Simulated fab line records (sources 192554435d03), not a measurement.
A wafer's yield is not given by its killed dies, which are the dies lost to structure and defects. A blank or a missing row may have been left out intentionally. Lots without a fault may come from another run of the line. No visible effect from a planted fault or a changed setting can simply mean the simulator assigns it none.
Which tool did it? | flow n5 finfet | Sampling: 10 lots, 29 wafers, 3 of 1938 route steps

== WHAT THE GAUGES SHOWED, per wafer ==
N5_ILD0_THK_MEAS_04.
lot  | measured    | on            | thk nm (nm)
L347 | day 3 17:55 | film metro-01 | 199.9 197.5 198.8
L348 | day 3 23:04 | film metro-01 | 199.0 198.1 196.1
L350 | day 4 10:51 | film metro-01 | 199.5 197.5 199.2
L353 | day 5 06:09 | film metro-02 | 196.7 198.9 199.0
L357 | day 6 02:24 | film metro-01 | 198.1 198.6 197.9
L359 | day 6 15:09 | film metro-01 | 200.0 198.0 198.7
L360 | day 6 18:37 | film metro-01 | 196.2 198.3 197.8
L362 | day 7 07:05 | film metro-02 | 199.1 197.4 199.8
L367 | day 8 13:27 | film metro-01 | 196.2 197.7
L370 | day 9 08:13 | film metro-02 | 195.9 198.8 198.4

== TOOL THAT RAN EACH LOT (tool first, then ch and the chambers of the sampled wafers, then the start) ==
lot  | N5_SD_EPI_P_STRIP_40                | N5_SD_ACTIVATION_LSA_01
L347 | plasma asher-01 ch 0,1, day 3 10:43 | laser anneal-01 ch 0, day 3 14:42
L348 | plasma asher-02 ch 0,1, day 3 16:29 | laser anneal-02 ch 0, day 3 19:38
L350 | plasma asher-02 ch 0,1, day 4 04:31 | laser anneal-02 ch 0, day 4 07:41
L353 | plasma asher-02 ch 0,1, day 4 22:51 | laser anneal-01 ch 0, day 5 02:55
L357 | plasma asher-02 ch 0,1, day 5 19:13 | laser anneal-01 ch 0, day 5 23:10
L359 | plasma asher-02 ch 0,1, day 6 08:10 | laser anneal-01 ch 0, day 6 11:23
L360 | plasma asher-01 ch 0,1, day 6 12:12 | laser anneal-02 ch 0, day 6 15:22
L362 | plasma asher-01 ch 0,1, day 7 00:42 | laser anneal-02 ch 0, day 7 03:52
L367 | plasma asher-02 ch 0, day 8 04:07   | laser anneal-01 ch 0, day 8 09:12
L370 | plasma asher-01 ch 0,1, day 9 00:38 | laser anneal-02 ch 0, day 9 04:39
- N5_SD_EPI_P_STRIP_40: strips in N2/H2.
- N5_SD_ACTIVATION_LSA_01: time 0.0008 s.

== THE ANSWER, worked out from the rows above alone ==
Rule: what is usual is taken from the lots themselves. The widest of any qualifying gaps counts: lots, ordered by their means at a reading, are off when they make up no more than a third of the lots, leave a main group of 4 or more, and stand apart from it by 3 or more times the standard deviation of that group's means. If all means in a main group match to the digits the tables above print for the reading, that group is not used. Also off: a lot with no number at a reading for which 4 or more lots have one. Any other lot the step has rows for is counted as sound.
No lot is off on any of the readings shown, so nothing can be concluded from this.

== WHAT THE SIMULATOR HAD INSERTED ==
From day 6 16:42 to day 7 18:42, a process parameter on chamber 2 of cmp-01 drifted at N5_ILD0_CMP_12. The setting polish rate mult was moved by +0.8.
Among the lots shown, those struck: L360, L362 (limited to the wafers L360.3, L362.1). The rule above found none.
